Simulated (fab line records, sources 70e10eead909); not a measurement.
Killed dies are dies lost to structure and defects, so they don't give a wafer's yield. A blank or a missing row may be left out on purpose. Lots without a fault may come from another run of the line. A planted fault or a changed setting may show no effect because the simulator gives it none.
fab line records | flow nand_harc
record lots=7 wafers=21 last_day=25
route steps=1159 shown P_ZERO_WELL@50 END@1159
lots that met no fault: from a run of the same line without faults
start_h: hours from the record's first day to the start of the lot's first wafer shown | wait_h: hours since the lot's step before | " the same as in the row above | L1.1+2: a row that stands for several wafers | - no value, or no start given | * or withheld: withheld | < > ~ a bound
route shown NAME@n: a module of which the file shows steps, and the number in the route of the first | usual: mean/standard deviation of fault-free wafers | same: alike in all rows | chamber/n: place in a boat | sites: the reading at each site | _std_site: their standard deviation | _edge_site: outer sites' mean less inner sites' | radius_mm: how far each site lies from the wafer's centre | mask NAME#n: copy n | behind: the tool/chamber that last shaped the wafer | hold: why the lot was held/for how many hours/how that ended | device: the transistor (n, p or np) that didn't switch | end of line: the same wafers' tests at the end of the route | a step without rows: its recipe alone | killed: dies lost to structure and defects at the first sort, not the wafer's yield | map: a wafer's dies, x killed, . not, _ none there
set.NAME: the setting as run; set.NAME@STEP: as run at that earlier step | model.NAME: the simulator's own value behind a step, which no gauge read
lots at some steps of the route; a table a step, a row a wafer
services: from which hour (start_h, from the record's first day; less than 0 if before it) a tool's chamber was out of use, for how many hours, and why
## steps
# step NHARC_P_ZERO_WELL_STRIP_41
# recipe time_s=840 temp_c=130 chemistry=SPM
# step NHARC_P_ZERO_WELL_DEHYDRATE_44
# recipe temp_c=150 time_s=120
# step NHARC_P_ZERO_WELL_HMDS_45
# recipe time_s=30
# step NHARC_P_ZERO_WELL_COAT_46
# recipe spin_rpm=withheld
# step NHARC_P_ZERO_WELL_SOFTBAKE_47
# recipe temp_c=122 time_s=95
# step NHARC_P_ZERO_WELL_EBR_48
# step NHARC_P_ZERO_WELL_EXPOSE_49
# recipe na=0.6 target_cd_nm=2000 dose_mj=22.64 mask_id=P_HVPW
# step NHARC_P_ZERO_WELL_PEB_50
# recipe peb_temp_c=118 peb_time_s=85
# step NHARC_P_ZERO_WELL_DEVELOP_51
# recipe time_s=70
# step NHARC_P_ZERO_WELL_CD_MEAS_52
# recipe target_cd_nm=2000 landing_energy_ev=500
# usual cd_nm=1999.8/1.5
# columns lot.wafer tool chamber start_h wait_h cd_nm
L308.1 cd_sem-01 0 89.75 - 1999.5
L308.2 " 0 " " 2001.7
L308.6 " 0 " " 1999.0
L309.1 cd_sem-03 0 95.83 - 2000.8
L309.3 " 0 " " 2001.2
L309.6 " 0 " " 2001.1
L310.1 cd_sem-03 0 101.90 - 2002.4
L310.3 " 0 " " 2003.9
L310.6 " 0 " " 2001.9
L311.2 cd_sem-02 0 107.63 - 2001.0
L311.3 " 0 " " 1999.0
L311.4 " 0 " " 1998.8
L316.2 cd_sem-01 0 137.52 - 1999.4
L316.3 " 0 " " 1999.1
L316.5 " 0 " " 2001.2
L317.1 cd_sem-03 0 143.74 - 1997.9
L317.2 " 0 " " 1998.5
L317.4 " 0 " " 2000.1
L319.1 cd_sem-03 0 155.62 - 2000.7
L319.5 " 0 " " 2000.8
L319.6 " 0 " " 2000.6
# step NHARC_P_ZERO_WELL_HARDBAKE_53
# recipe temp_c=125 time_s=80
# step NHARC_P_ZERO_WELL_DESCUM_54
# recipe time_s=3 o2_flow_sccm=200 ar_flow_sccm=0 bias_power_w=0 chemistry=O2
# usual drypump_motor_current_A=5.6/0.33 mfc_ar_sccm=0.007/0.014 oes_product_au=1.001/0.0096 rf_vpp_V=57.9/0.89 showerhead_plenum_p_Torr=1.94/0.094 throttle_valve_pct=11.310/0.0097
# columns lot.wafer tool chamber start_h wait_h drypump_motor_current_A mfc_ar_sccm oes_product_au rf_hours_counter_h rf_vpp_V showerhead_plenum_p_Torr throttle_valve_pct
L308.1 rie_diel-03 1 89.91 - 6.0 0 0.993 2.8 57.2 2.01 11.315
L308.2 " 2 " " 5.5 0 1.010 2.5 57.7 1.85 11.314
L308.6 " 1 " " 6.0 0 0.993 - 59.5 2.01 11.326
L309.1 rie_diel-10 0 96.01 - 5.4 0 0.998 6.2 57.2 1.84 11.324
L309.3 " 1 " " 5.2 0.021 1.008 6.1 58.4 1.95 11.307
L309.6 " 0 " " 5.4 0 0.990 - 57.4 1.84 11.315
L310.3 rie_diel-10 2 102.06 - 5.6 0 1.005 6.6 59.7 2.06 11.302
L310.1 " 3 " " 6.2 0 1.012 4.7 57.8 1.85 11.331
L310.6 " 3 " " 6.2 0 1.010 - 58.0 1.85 11.318
L311.2 rie_diel-10 2 107.81 - 5.6 0 0.992 6.8 58.4 2.06 11.318
L311.4 " 3 " " 6.3 0 1.006 4.9 57.5 1.85 11.316
L311.3 " 0 " " 5.4 0 1.003 6.9 58.7 1.84 11.299
L316.2 rie_diel-03 1 137.70 - 6.0 0 1.000 6.4 59.7 2.01 11.319
L316.3 " 2 " " 5.5 0 1.005 6.2 57.3 1.84 11.313
L316.5 " 2 " " 5.5 0 1.019 - 57.9 1.84 11.317
L317.2 rie_diel-10 2 143.90 - 5.6 0 1.001 9.3 58.9 2.06 11.317
L317.4 " 3 " " 6.2 0 1.010 7.4 56.9 1.85 11.303
L317.1 " 0 " " 5.4 0 1.002 10.1 58.0 1.84 11.302
L319.1 rie_diel-09 1 155.81 - 5.9 0.005 1.001 4.2 58.2 1.95 11.318
L319.6 " 3 " " 5.5 0 0.999 - 58.2 2.06 11.329
L319.5 " 0 " " 5.3 0.007 1.010 - 57.2 2.00 11.312
# step NHARC_P_ZERO_WELL_IMPLANT_55
# recipe energy_kev=180 dose_cm2=8e+11 tilt_deg=7
# usual beam_energy_keV=180.01/0.058 beam_on_s=10.01/0.19 faraday_current_uA=10.15/0.2
# columns lot.wafer tool chamber start_h wait_h beam_energy_keV beam_on_s faraday_current_uA
L308.1 implanter-01 0 90.18 0.3 180.08 10.12 10.07
L308.2 " 0 " " 180.00 10.22 9.97
L308.6 " 0 " " 180.04 9.65 10.50
L309.1 implanter-01 - 96.14 0.1 - - -
L309.3 " - " " - - -
L309.6 " - " " - - -
L310.1 implanter-02 - 102.21 0.1 - - -
L310.3 " - " " - - -
L310.6 " - " " - - -
L311.2 implanter-02 - 107.98 0.2 - - -
L311.3 " - " " - - -
L311.4 " - " " - - -
L316.2 implanter-02 0 137.88 0.2 179.95 9.83 10.31
L316.3 " 0 " " 179.93 10.21 9.97
L316.5 " 0 " " 179.94 9.77 10.39
L317.1 implanter-02 0 144.05 0.1 180.05 10.03 10.13
L317.2 " 0 " " 180.01 9.91 10.25
L317.4 " 0 " " 180.04 10.07 10.06
L319.1 implanter-02 0 155.93 0.1 180.04 9.87 10.28
L319.5 " 0 " " 179.96 10.00 10.13
L319.6 " 0 " " 180.04 10.21 9.91
# step NHARC_P_ZERO_WELL_IMPLANT_61
# recipe energy_kev=30 dose_cm2=5e+11 tilt_deg=7
# step NHARC_END_SORT_01
# recipe temp_c=25
# usual killed_at_array=25/9.2 killed_at_other=0.8/1.2 killed_at_periphery=3.9/2.6 killed_dies=30/9.7 killed_open=3.4/1.9 killed_short=2.0/1.4
# same gross_dies=677
# columns lot.wafer tool chamber start_h wait_h hold killed_at_array killed_at_other killed_at_periphery killed_dies killed_open killed_short
L310.1 prober-01 0 507.45 2.5 await_dispo/2.5h/scrap 22 0 655 677 5 4
L310.3 prober-01 0 509.03 3.1 await_dispo/2.5h/scrap 34 0 643 677 4 1
L310.6 prober-01 0 511.40 3.9 await_dispo/2.5h/scrap 29 0 648 677 4 2
L309.1 prober-02 0 507.47 2.5 await_dispo/3.3h/scrap 19 0 658 677 0 2
L309.3 prober-02 0 509.08 3.1 await_dispo/3.3h/scrap 35 0 642 677 3 2
L309.6 prober-02 0 511.49 4.0 await_dispo/3.3h/scrap 37 3 637 677 1 4
L308.1 prober-01 0 515.18 2.5 - 26 1 2 29 1 1
L308.2 prober-01 0 515.98 2.8 - 27 1 6 34 3 1
L308.6 prober-01 0 519.20 4.0 - 31 4 5 40 5 1
L311.2 prober-02 0 536.94 2.8 await_dispo/1.9h/scrap 44 3 630 677 3 1
L311.3 prober-02 0 537.73 3.1 await_dispo/1.9h/scrap 29 0 648 677 2 3
L311.4 prober-02 0 538.52 3.4 await_dispo/1.9h/scrap 49 3 625 677 5 1
L316.2 prober-02 0 552.51 2.8 - 47 0 3 50 4 2
L316.3 prober-02 0 553.30 3.1 - 31 1 5 37 1 0
L316.5 prober-02 0 554.89 3.7 - 39 3 4 46 6 2
L317.1 prober-02 0 559.47 2.5 - 26 4 2 32 6 2
L317.2 prober-02 0 560.27 2.8 - 35 7 2 44 1 0
L317.4 prober-02 0 561.88 3.4 - 24 1 1 26 1 5
L319.1 prober-02 0 590.85 2.5 - 12 1 4 17 7 0
L319.5 prober-02 0 594.02 3.7 - 12 1 1 14 5 2
L319.6 prober-02 0 594.81 4.0 - 13 0 0 13 4 1
# killed by level:class
L310.1 P_ZERO_WELL:area_implant=652 A_SLIT:chamber_film_flake=5 A_STAIRCASE:chamber_film_flake=4 A_CHANNEL_HOLE_D1:chamber_film_flake=3 A_WL_FILL:chamber_film_flake=3 P_M0:geometric_particle:open=2 A_WL_FILL:geometric_particle:short=2 A_CHANNEL_HOLE_D1:geometric_particle:open=1
L309.1 P_ZERO_WELL:area_implant=654 A_CHANNEL_HOLE_D1:chamber_film_flake=12 A_WL_FILL:chamber_film_flake=2 A_ONON_D1:geometric_particle:short=2 P_M0:chamber_film_flake=2 P_ZERO_WELL:chamber_film_flake=1 P_GATE:chamber_film_flake=1 A_ZERO_WELL:chamber_film_flake=1
L310.3 P_ZERO_WELL:area_implant=641 A_SLIT:chamber_film_flake=17 A_STAIRCASE:chamber_film_flake=6 A_CHANNEL_HOLE_D1:chamber_film_flake=4 P_M0:geometric_particle:open=2 A_WL_FILL:chamber_film_flake=2 A_CONTACT:chamber_film_flake=2 A_CHANNEL_HOLE_D1:geometric_particle:short=1
L309.3 P_ZERO_WELL:area_implant=636 A_CHANNEL_HOLE_D1:chamber_film_flake=22 A_CONTACT:chamber_film_flake=5 P_GATE:chamber_film_flake=3 A_WL_FILL:chamber_film_flake=3 P_M0:chamber_film_flake=2 P_BONDPAD:geometric_particle:open=1 A_ONON_D1:geometric_particle:short=1
L310.6 P_ZERO_WELL:area_implant=646 A_SLIT:chamber_film_flake=8 A_STAIRCASE:chamber_film_flake=7 A_CHANNEL_HOLE_D1:chamber_film_flake=4 A_WL_FILL:chamber_film_flake=3 A_M0:geometric_particle:open=2 P_M2:geometric_particle:open=1 A_SGD_CUT:geometric_particle:short=1
L309.6 P_ZERO_WELL:area_implant=630 A_CHANNEL_HOLE_D1:chamber_film_flake=19 A_CONTACT:chamber_film_flake=8 P_M0:chamber_film_flake=4 P_GATE:chamber_film_flake=3 A_M0:geometric_particle:short=2 A_ZERO_WELL:chamber_film_flake=2 A_SGD_CUT:chamber_film_flake=2
L308.1 A_SLIT:chamber_film_flake=11 A_CHANNEL_HOLE_D1:chamber_film_flake=7 A_CONTACT:chamber_film_flake=5 A_STAIRCASE:chamber_film_flake=2 P_M0:geometric_particle:short=1 A_SGD_CUT:geometric_particle:open=1 P_GATE:chamber_film_flake=1 THIN_TSV:chamber_film_flake=1
L308.2 A_SLIT:chamber_film_flake=16 A_CONTACT:chamber_film_flake=5 P_ZERO_WELL:chamber_film_flake=4 A_CHANNEL_HOLE_D1:chamber_film_flake=2 A_STAIRCASE:chamber_film_flake=2 P_CONTACT:geometric_particle:short=1 P_CONTACT:geometric_particle:open=1 A_SLIT:geometric_particle:open=1
L308.6 A_SLIT:chamber_film_flake=14 A_CONTACT:chamber_film_flake=5 THIN_TSV:chamber_film_flake=4 P_ZERO_WELL:chamber_film_flake=3 A_CHANNEL_HOLE_D1:chamber_film_flake=3 A_STAIRCASE:chamber_film_flake=3 A_ONON_D1:geometric_particle:open=2 A_CONTACT:geometric_particle:open=2
L311.2 P_ZERO_WELL:area_implant=625 A_CHANNEL_HOLE_D1:chamber_film_flake=21 A_SLIT:chamber_film_flake=10 A_CONTACT:chamber_film_flake=7 THIN_TSV:chamber_film_flake=3 A_CHANNEL_FILL_D1:geometric_particle:open=2 P_GATE:chamber_film_flake=2 P_M1:chamber_film_flake=2
L311.3 P_ZERO_WELL:area_implant=648 A_CHANNEL_HOLE_D1:chamber_film_flake=10 A_SLIT:chamber_film_flake=10 A_CONTACT:chamber_film_flake=4 A_ONON_D1:geometric_particle:short=1 A_CHANNEL_FILL_D1:geometric_particle:open=1 A_CHANNEL_FILL_D1:geometric_particle:short=1 A_BLC:geometric_particle:open=1
L311.4 P_ZERO_WELL:area_implant=624 A_CHANNEL_HOLE_D1:chamber_film_flake=22 A_SLIT:chamber_film_flake=16 A_CONTACT:chamber_film_flake=5 THIN_TSV:chamber_film_flake=3 P_STI:geometric_particle:short=1 A_ONON_D1:geometric_particle:open=1 A_CHANNEL_HOLE_D1:geometric_particle:open=1
L316.2 A_CHANNEL_HOLE_D1:chamber_film_flake=19 A_SLIT:chamber_film_flake=16 A_CONTACT:chamber_film_flake=5 P_CONTACT:geometric_particle:short=1 P_CONTACT:geometric_particle:open=1 A_SOURCE_PLATE:geometric_particle:open=1 A_WL_FILL:geometric_particle:short=1 A_WL_FILL:geometric_particle:open=1
L316.3 A_CHANNEL_HOLE_D1:chamber_film_flake=17 A_SLIT:chamber_film_flake=10 P_M0:chamber_film_flake=5 A_CONTACT:chamber_film_flake=2 A_BLC:geometric_particle:open=1 A_CHANNEL_FILL_D1:chamber_film_flake=1 THIN_TSV:chamber_film_flake=1
L316.5 A_SLIT:chamber_film_flake=16 A_CHANNEL_HOLE_D1:chamber_film_flake=12 A_CONTACT:chamber_film_flake=4 A_CHANNEL_FILL_D1:geometric_particle:open=2 P_M0:chamber_film_flake=2 THIN_TSV:chamber_film_flake=2 P_M0:geometric_particle:open=1 A_CONTACT:geometric_particle:open=1
L317.1 A_CHANNEL_HOLE_D1:chamber_film_flake=16 THIN_TSV:chamber_film_flake=4 A_CONTACT:geometric_particle:open=2 A_SLIT:chamber_film_flake=2 A_CONTACT:chamber_film_flake=2 P_GATE:geometric_particle:short=1 P_M0:geometric_particle:open=1 A_CHANNEL_FILL_D1:geometric_particle:open=1
L317.2 A_CHANNEL_HOLE_D1:chamber_film_flake=21 A_CONTACT:chamber_film_flake=7 THIN_TSV:chamber_film_flake=7 A_SLIT:chamber_film_flake=3 P_GATE:chamber_film_flake=2 A_ZERO_WELL:chamber_film_flake=2 A_CHANNEL_FILL_D1:geometric_particle:open=1 A_STAIRCASE:chamber_film_flake=1
L317.4 A_CHANNEL_HOLE_D1:chamber_film_flake=11 A_SLIT:chamber_film_flake=4 A_CONTACT:chamber_film_flake=4 A_CHANNEL_FILL_D1:geometric_particle:short=2 P_CONTACT:geometric_particle:short=1 A_ONON_D1:geometric_particle:short=1 A_CHANNEL_FILL_D1:geometric_particle:open=1 A_M0:geometric_particle:short=1
L319.1 A_CHANNEL_HOLE_D1:chamber_film_flake=6 P_CONTACT:geometric_particle:open=2 A_CONTACT:chamber_film_flake=2 P_M0:geometric_particle:open=1 A_ONON_D1:geometric_particle:open=1 A_CHANNEL_FILL_D1:geometric_particle:open=1 A_M0:geometric_particle:open=1 P_M1:chamber_film_flake=1
L319.5 A_CHANNEL_HOLE_D1:chamber_film_flake=4 A_CONTACT:geometric_particle:open=3 A_ONON_D1:geometric_particle:short=1 A_WL_FILL:geometric_particle:open=1 A_M1:geometric_particle:open=1 P_ZERO_WELL:chamber_film_flake=1 STARTING-WAFER:geometric_particle:short=1 A_SLIT:chamber_film_flake=1
L319.6 A_CHANNEL_HOLE_D1:chamber_film_flake=5 A_WL_FILL:chamber_film_flake=2 A_ONON_D1:geometric_particle:open=1 A_CHANNEL_FILL_D1:geometric_particle:short=1 A_WL_FILL:geometric_particle:open=1 A_CONTACT:geometric_particle:open=1 A_M0:geometric_particle:open=1 A_SLIT:chamber_film_flake=1
# map L309.1 (x killed, . not)
____________x____________
_________xxxxxxx_________
_______xxxxxxxxxxx_______
______xxxxxxxxxxxxx______
_____xxxxxxxxxxxxxxx_____
____xxxxxxxxxxxxxxxxx____
____xxxxxxxxxxxxxxxxx____
___xxxxxxxxxxxxxxxxxxx___
___xxxxxxxxxxxxxxxxxxx___
__xxxxxxxxxxxxxxxxxxxxx__
__xxxxxxxxxxxxxxxxxxxxx__
_xxxxxxxxxxxxxxxxxxxxxxx_
_xxxxxxxxxxxxxxxxxxxxxxx_
_xxxxxxxxxxxxxxxxxxxxxxx_
_xxxxxxxxxxxxxxxxxxxxxxx_
_xxxxxxxxxxxxxxxxxxxxxxx_
xxxxxxxxxxxxxxxxxxxxxxxxx
xxxxxxxxxxxxxxxxxxxxxxxxx
xxxxxxxxxxxxxxxxxxxxxxxxx
xxxxxxxxxxxxxxxxxxxxxxxxx
xxxxxxxxxxxxxxxxxxxxxxxxx
_xxxxxxxxxxxxxxxxxxxxxxx_
_xxxxxxxxxxxxxxxxxxxxxxx_
_xxxxxxxxxxxxxxxxxxxxxxx_
_xxxxxxxxxxxxxxxxxxxxxxx_
_xxxxxxxxxxxxxxxxxxxxxxx_
__xxxxxxxxxxxxxxxxxxxxx__
__xxxxxxxxxxxxxxxxxxxxx__
___xxxxxxxxxxxxxxxxxxx___
___xxxxxxxxxxxxxxxxxxx___
____xxxxxxxxxxxxxxxxx____
____xxxxxxxxxxxxxxxxx____
_____xxxxxxxxxxxxxxx_____
______xxxxxxxxxxxxx______
_______xxxxxxxxxxx_______
_________xxxxxxx_________
____________x____________
# map L310.1 (x killed, . not)
____________x____________
_________xxxxxxx_________
_______xxxxxxxxxxx_______
______xxxxxxxxxxxxx______
_____xxxxxxxxxxxxxxx_____
____xxxxxxxxxxxxxxxxx____
____xxxxxxxxxxxxxxxxx____
___xxxxxxxxxxxxxxxxxxx___
___xxxxxxxxxxxxxxxxxxx___
__xxxxxxxxxxxxxxxxxxxxx__
__xxxxxxxxxxxxxxxxxxxxx__
_xxxxxxxxxxxxxxxxxxxxxxx_
_xxxxxxxxxxxxxxxxxxxxxxx_
_xxxxxxxxxxxxxxxxxxxxxxx_
_xxxxxxxxxxxxxxxxxxxxxxx_
_xxxxxxxxxxxxxxxxxxxxxxx_
xxxxxxxxxxxxxxxxxxxxxxxxx
xxxxxxxxxxxxxxxxxxxxxxxxx
xxxxxxxxxxxxxxxxxxxxxxxxx
xxxxxxxxxxxxxxxxxxxxxxxxx
xxxxxxxxxxxxxxxxxxxxxxxxx
_xxxxxxxxxxxxxxxxxxxxxxx_
_xxxxxxxxxxxxxxxxxxxxxxx_
_xxxxxxxxxxxxxxxxxxxxxxx_
_xxxxxxxxxxxxxxxxxxxxxxx_
_xxxxxxxxxxxxxxxxxxxxxxx_
__xxxxxxxxxxxxxxxxxxxxx__
__xxxxxxxxxxxxxxxxxxxxx__
___xxxxxxxxxxxxxxxxxxx___
___xxxxxxxxxxxxxxxxxxx___
____xxxxxxxxxxxxxxxxx____
____xxxxxxxxxxxxxxxxx____
_____xxxxxxxxxxxxxxx_____
______xxxxxxxxxxxxx______
_______xxxxxxxxxxx_______
_________xxxxxxx_________
____________x____________
## services
# columns tool chamber start_h hours kind
rie_diel-03 0 71.80 - clean
rie_diel-09 - 77.10 9.0 pm
rie_diel-10 0 82.00 - clean
rie_diel-10 1 82.00 - clean
rie_diel-10 2 82.00 - clean
rie_diel-10 3 82.00 - clean
implanter-02 - 85.14 13.0 pm
rie_diel-09 1 105.86 5.1 repair
rie_diel-10 0 106.50 - clean
rie_diel-10 1 106.50 - clean
rie_diel-10 2 106.50 - clean
rie_diel-10 3 106.50 - clean
rie_diel-10 1 113.22 1.4 repair
rie_diel-09 2 114.18 5.9 repair
rie_diel-10 3 119.27 11.2 repair
rie_diel-10 0 131.00 - clean
rie_diel-10 1 131.00 - clean
rie_diel-10 2 131.00 - clean
rie_diel-10 3 131.00 - clean
rie_diel-03 3 135.09 13.8 repair
rie_diel-10 0 155.50 - clean
rie_diel-10 1 155.50 - clean
rie_diel-10 2 155.50 - clean
rie_diel-10 3 155.50 - clean
## key
first_sign step=NHARC_P_ZERO_WELL_IMPLANT_55 reading=tool_record direction=missing
effect step=NHARC_END_SORT_01 reading=killed_at_periphery direction=up sigmas=99+ usual=3.9 struck=642.9
more_kills_born_at NHARC_P_ZERO_WELL_IMPLANT_55@implanter-02=3836 NHARC_P_ZERO_WELL_IMPLANT_55@implanter-01=1920
met_at NHARC_P_ZERO_WELL_IMPLANT_55
struck_wafers L309.1,L309.3,L309.6,L310.1,L310.3,L310.6,L311.2,L311.3,L311.4
later_rows_left_out L309.1,L309.3,L309.6,L310.1,L310.3,L310.6,L311.2,L311.3,L311.4
tester_left_out L309,L310,L311
onset_between 90.18 96.14
fault kind=skipped_step_whole tool=implanter-01,implanter-02 chamber=- onset_h=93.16 steps=NHARC_P_ZERO_WELL_IMPLANT_55 scope=struck_lots_only
# tester_left_out: of these lots the tester's yield and bins aren't shown, on N5 and GAA mostly nor the transistor test; their killed dies are dies lost to structure and defects alone, not to doping, threshold or leakage, so they don't give the yield
# later_rows_left_out: the simulator's readings of these wafers behind a module that went badly wrong aren't trusted and aren't shown, but for the sort
